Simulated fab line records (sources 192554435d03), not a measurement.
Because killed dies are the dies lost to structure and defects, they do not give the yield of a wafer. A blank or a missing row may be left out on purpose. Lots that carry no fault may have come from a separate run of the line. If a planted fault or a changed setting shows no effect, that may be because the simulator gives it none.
A single fault, viewed from 3 desks / flow n5 finfet / each desk has only its own numbers; what lay behind them comes last

== THE METROLOGY DESK ==
What the gauges read, lot by lot, whatever tool the lot ran on: means of the sampled wafers that have a number. A lot is out of limits, marked OUT, if its mean lies more than 4 standard deviations from the usual mean; the brackets give that distance.
Columns: A = cd nm at N5_BEOL_M7_CD_MEAS_28, usual 40.02 nm; B = V6_OVL at N5_BEOL_M7_OVL_MEAS_29, usual 0.0 nm
lot=L620; first seen here=day 10 10:44; A=39.78; B=-0.6
lot=L626; first seen here=day 11 13:32; A=39.91; B=0.2
lot=L635; first seen here=day 14 17:42; A=39.89; B=-0.9
lot=L637; first seen here=day 14 22:05; A=40.06; B=-0.2
lot=L638; first seen here=day 15 00:34; A=40.01; B=-0.7
lot=L641; first seen here=day 16 04:13; A=40.21; B=-0.4
lot=L642; first seen here=day 16 10:03; A=39.94; B=0.0
This desk's finding: nothing out of limits on any of the 7 lots.

== FOR THE TOOL OWNER'S DESK: rie diel-04 ==
The tool's own readings at N5_BEOL_M7_VIA_ETCH_34 (etches SiCOH lowk in C4F6/O2, target depth 125.5 nm, time 50.5 s): means of the sampled wafers that have a number, for each lot that ran on this tool. A lot is out of limits, marked OUT, if its mean lies more than 4 standard deviations from the usual mean; the brackets give that distance. It has 8 readings, of which 7 appear: the earliest out of limits, and the ones furthest out on some lot.
Columns: A = bias w at N5_BEOL_M7_VIA_ETCH_34, usual 185.0 W; B = drypump motor current A at N5_BEOL_M7_VIA_ETCH_34, usual 5.9 A; C = oes_o_777_au at N5_BEOL_M7_VIA_ETCH_34, usual 0.79 a.u.; D = rf vpp V at N5_BEOL_M7_VIA_ETCH_34, usual 667 V; E = run length s at N5_BEOL_M7_VIA_ETCH_34, usual 73.9 s; F = showerhead plenum p Torr at N5_BEOL_M7_VIA_ETCH_34, usual 2.82 Torr; G = throttle valve pct at N5_BEOL_M7_VIA_ETCH_34, usual 20.88 %
lot=L626; first seen here=day 11 13:59; A=185.3; B=6.2; C=0.73; D=661; E=73.8; F=2.65; G=20.95
lot=L635; first seen here=day 14 18:20; A=185.2; B=5.8; C=0.78; D=664; E=85.2 (+23) OUT; F=2.74; G=20.69
lot=L637; first seen here=day 14 22:23; A=184.8; B=6.2; C=0.76; D=665; E=79.7 (+12) OUT; F=2.70; G=20.79
lot=L638; first seen here=day 15 00:57; A=184.6; B=5.8; C=0.74; D=655; E=81.8 (+16) OUT; F=2.67; G=20.99
This desk's finding: out of limits on L635, L637, L638; first on L635, day 14 18:20 (run length s at N5_BEOL_M7_VIA_ETCH_34). In limits: L626.

== THE DEFECT DESK ==
For each lot, the counts of the inspections along the route, averaged over the sampled wafers that have a number. A lot is out of limits, marked OUT, if its mean lies more than 4 standard deviations from the usual mean; the brackets give that distance.
Columns: A = raw defect count at N5_BEOL_M7_INSPECT_30, usual 407
lot=L620; first seen here=day 10 10:49; A=401
lot=L626; first seen here=day 11 13:37; A=468
lot=L635; first seen here=day 14 17:47; A=409
lot=L637; first seen here=day 14 22:10; A=405
lot=L638; first seen here=day 15 00:40; A=282
lot=L641; first seen here=day 16 04:19; A=395
lot=L642; first seen here=day 16 10:08; A=443
This desk's finding: nothing out of limits on any of the 7 lots.

== TAKEN TOGETHER ==
On L635, L637, L638, at day 14 18:20, an alarm was possible from the tool owner's desk.
Nothing out of limits was seen by the metrology desk.
Nothing out of limits was seen by the defect desk.
The metrology desk holds a record of L635, L637, L638, inside its limits.
The defect desk has L635, L637, L638 on record, within its limits.
Of the lots named, all ran N5_BEOL_M7_VIA_ETCH_34 on rie diel-04.

== WHAT THE SIMULATOR HAD PUT IN ==
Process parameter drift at N5_BEOL_M7_VIA_ETCH_34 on rie diel-04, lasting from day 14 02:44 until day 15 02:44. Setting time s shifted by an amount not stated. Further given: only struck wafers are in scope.
Struck lots among those shown: L635, L637, L638.
Delay in hours, fault start to first out-of-limits reading, by desk: the tool owner's desk at 16.
